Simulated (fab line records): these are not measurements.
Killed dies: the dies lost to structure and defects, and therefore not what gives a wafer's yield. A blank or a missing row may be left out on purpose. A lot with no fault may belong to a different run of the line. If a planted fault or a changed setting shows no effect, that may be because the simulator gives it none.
Struck lot and sound lot, side by side | flow nand harc | 14 steps out of a route of 1302
Sound: wafers L562.2, L562.4, L562.5. Struck: wafer L578.5 (L578.4, L578.6, from the same lot, were not struck and are left out); the cause is given at the end.
Per side, at each step with rows, come the tool, then ch with its chambers, and then its first start. Under that, the readings that differ: sound wafers | struck wafers | difference of the means | sigmas: that difference in standard deviations of wafers without a fault.
alike: a reading whose means differ by less than 2 such deviations, as well as words and numbers matching on both sides. not compared: withheld readings; readings where some wafer has no value; bounds like >300 that might hide an equal value; numbers whose values overlap and for which the record gives no deviation.
A row with sigmas, a row that says differs or no value, or rows on one side alone: a step with any of these is where the two part. Numbers that have no deviation but don't overlap get no sigmas and don't part them. A reading that every wafer of one side lacks parts them only if that side has two wafers or more.

first, 9 steps without rows for these wafers: NHARC_A_STAIRCASE_DEHYDRATE_158 (time 120 s); NHARC_A_STAIRCASE_HMDS_159 (time 30 s); NHARC_A_STAIRCASE_COAT_160; NHARC_A_STAIRCASE_SOFTBAKE_161 (time 170 s); NHARC_A_STAIRCASE_EBR_162; NHARC_A_STAIRCASE_EXPOSE_163 (exposes mask STAIR OPEN); NHARC_A_STAIRCASE_PEB_164 (peb time 130 s); NHARC_A_STAIRCASE_DEVELOP_165 (time 140 s); NHARC_A_STAIRCASE_HARDBAKE_167 (time 140 s).
NHARC_A_STAIRCASE_DESCUM_168: chemistry O2, time 3 s.
  sound on rie diel-08 ch 0,2, day 17 08:16; struck on rie diel-12 ch 1, day 23 14:20
  reading                | sound                | struck | difference | sigmas
  throttle valve pct (%) | 11.325 11.327 11.314 | 11.296 | -0.026     | -3
  alike: drypump motor current A, o2 flow sccm, oes product au, rf vpp V, showerhead plenum p Torr
  not compared: rf hours counter h
NHARC_A_STAIRCASE_ETCH_169: etches the open film in CH3F/O2, target depth 50 nm, time 107.1 s.
  sound on rie diel-08 ch 0,2, day 17 08:21; struck on rie diel-12 ch 0, day 23 14:25
  alike: drypump motor current A, o2 flow sccm, oes product au, rf vpp V, run length s, showerhead plenum p Torr, throttle valve pct
  not compared: rf hours counter h
NHARC_A_STAIRCASE_ETCH_170: etches the open film in C4F6/O2, target depth 200 nm, time 66.667 s.
  sound on rie diel-08 ch 0,1,2, day 17 08:28; struck on rie diel-12 ch 1, day 23 14:32
  reading          | sound          | struck | difference | sigmas
  run length s (s) | 88.6 88.0 87.6 | 77.4   | -10.7      | -27
  alike: drypump motor current A, o2 flow sccm, oes product au, rf vpp V, showerhead plenum p Torr, throttle valve pct
  not compared: rf hours counter h
NHARC_A_STAIRCASE_STRIP_171: strips in O2.
  sound on plasma asher-01 ch 0,1, day 17 08:34; struck on plasma asher-02 ch 1, day 23 14:43
  reading            | sound       | struck | difference | sigmas
  heater power w (W) | 315 312 317 | 362    | +47        | +2
  alike: drypump motor current A
  not compared: rf hours counter h
-- the record jumps here: 9 days lie between the struck wafers' starts before and after (it left off in module A_STAIRCASE and takes up again in module END, whose first step shown is number 1302 of the route) --
NHARC_END_SORT_01:
  here the record holds rows for the struck wafers (prober-01 ch 0, day 32 11:50) but none for the sound ones

== WHERE THEY PART ==
Last at NHARC_END_SORT_01 as far as this record goes, first at NHARC_A_STAIRCASE_DESCUM_168.

WHY: the cause the simulator had injected
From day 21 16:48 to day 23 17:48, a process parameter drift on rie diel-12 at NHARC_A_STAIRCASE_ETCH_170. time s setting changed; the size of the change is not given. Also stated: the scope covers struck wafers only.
